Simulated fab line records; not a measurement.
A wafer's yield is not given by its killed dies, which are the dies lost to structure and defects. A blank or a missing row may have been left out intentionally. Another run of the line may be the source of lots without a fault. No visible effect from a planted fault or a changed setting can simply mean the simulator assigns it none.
8D (eight disciplines) problem report, filled in by code || flow n5Finfet || the parts of the form that need people (team, actions taken, sign-off) are left out

== 1. WHAT WENT WRONG ==
Mean of trenchDepthNm at N5_BEOL_M12_OCD_MEAS_35: 465 nm over 2 wafers from 1 lot, against 321 nm (standard deviation 5.5) on wafers with no fault. That is +26 standard deviations from the usual mean.
Earliest sighting: wafer L513.4 on ocd-01 at day 14 16:57. The record holds 17 wafers of 6 lots with a number at this step. Rule for "out", or "out of limits": more than 4 standard deviations from the usual mean. Any other wafer with a number is counted as sound.

== 2. WHAT IT IS AND WHAT IT IS NOT ==
{"question": "which readings at this step", "is": "trenchDepthNm", "is not": "-"}
{"question": "which lots", "is": "L513", "is not": "L503, L506, L508, L509, L517"}
{"question": "which wafers of those lots", "is": "L513.4, L513.5", "is not": "L513.6"}
{"question": "read on which gauges", "is": "ocd-01", "is not": "ocd-02"}
{"question": "when", "is": "from day 14 16:57", "is not": "up to then (12 sound wafers); but 3 sound wafers of L517 came after"}

== 3. WHAT RULES OUT EACH SUSPECT ==
Counting: any tool at a process step up to the reading remains a suspect provided it ran every lot that is out. Sound lots after the first of them don't rule it out here, since some wafers of a struck lot are sound.
- the gauge at N5_BEOL_M12_OCD_MEAS_35: ruled out. All the wafers that are out were read on ocd-01, but those of them that N5_BEOL_M12_THK_MEAS_50 has rows for are out there too, on other tools.
- rieDiel-01 at N5_BEOL_M12_DESCUM_15 (chemistry O2, time 7.9 s): kept. L513, the lot that is out, went through it at day 14 15:31; up to then, the latest sound lot through it was L509 at day 12 23:14.
- plasmaAsher-02 at N5_BEOL_M12_STRIP_63 (strips in N2/H2): kept. L513, the lot that is out, went through it at day 14 15:49; up to then, the latest sound lot through it was L508 at day 13 14:33.
- plasmaAsher-02 at N5_BEOL_M12_STRIP_64 (strips in N2/H2): kept. L513, the lot that is out, went through it at day 14 15:53; up to then, the latest sound lot through it was L508 at day 13 14:37.
- rieDiel-01 at N5_BEOL_M12_TRENCH_ETCH_34 (etches SiOC in C4F8/O2/Ar, target depth 318.95 nm, time 125.5 s): kept. L513, the lot that is out, went through it at day 14 16:47; up to then, the latest sound lot through it was L509 at day 13 00:56.
- Within rieDiel-01 at N5_BEOL_M12_DESCUM_15: the wafers that are out ran in chambers 1, 3; their sound lot-mates ran in chamber 2.
- Within plasmaAsher-02 at N5_BEOL_M12_STRIP_63: the wafers that are out ran in chamber 1; their sound lot-mates ran in chamber 0.
- Within plasmaAsher-02 at N5_BEOL_M12_STRIP_64: the wafers that are out ran in chamber 1; their sound lot-mates ran in chamber 0.
- Within rieDiel-01 at N5_BEOL_M12_TRENCH_ETCH_34: the wafers that are out ran in chamber 0; their sound lot-mates ran in chamber 1.
Left after counting: rieDiel-01 at N5_BEOL_M12_DESCUM_15, plasmaAsher-02 at N5_BEOL_M12_STRIP_63, plasmaAsher-02 at N5_BEOL_M12_STRIP_64, rieDiel-01 at N5_BEOL_M12_TRENCH_ETCH_34.

== 4. THE CAUSE (what the simulator had put in) ==
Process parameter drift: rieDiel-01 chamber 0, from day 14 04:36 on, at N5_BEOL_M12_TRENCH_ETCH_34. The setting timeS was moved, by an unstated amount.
Of the 4 suspects that counting leaves, this tool is one.

== 5. THE EFFECT CHAIN, in route order ==
One row per reading whose mean, taken over the struck wafers that have a number, lies over 3 standard deviations from the usual. Scope: only readings with a usual standard deviation given in the record; hours: median across lots of the time from each lot's start at the first step in this table that gives one to its start at this step; sigmas: change in usual standard deviations.
{"hours": 0, "step": "N5_BEOL_M12_OCD_MEAS_35", "reading": "trenchDepthNm", "usual": "321 nm", "on struck wafers": 465, "change": "+144", "sigmas": "+26"}
{"hours": 4, "step": "N5_BEOL_M12_THK_MEAS_50", "reading": "M12_THK", "usual": "324 nm", "on struck wafers": 470, "change": "+146", "sigmas": "+23"}
{"hours": 4, "step": "N5_BEOL_M12_RS_MEAS_54", "reading": "M12_RS", "usual": "0.0597 ohm/sq", "on struck wafers": 0.0407, "change": -0.0190, "sigmas": -17}
{"hours": 21, "step": "N5_BEOL_M15_RC_MEAS_101", "reading": "SERP_M12", "usual": "0.634 ohm/um", "on struck wafers": 0.428, "change": -0.206, "sigmas": -14}
{"hours": 21, "step": "N5_BEOL_M15_RC_MEAS_101", "reading": "SERP_M12_max_site", "usual": "0.647 ohm/um", "on struck wafers": 0.442, "change": -0.206, "sigmas": -13}

== 6. WHAT WOULD HAVE CAUGHT IT SOONER ==
12 hours passed between the start of the fault at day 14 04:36 and the first reading out of limits at a measuring or inspecting step in this record, taken at day 14 16:57.
Tool readings at N5_BEOL_M12_TRENCH_ETCH_34 with a usual standard deviation given in the record: none out on any struck wafer, hence no alarm at a limit of 4 standard deviations on them.
Lots out: 1; all had begun N5_BEOL_M12_TRENCH_ETCH_34 on rieDiel-01 by day 14 16:57. None of them would have been spared by holding the tool at that moment.
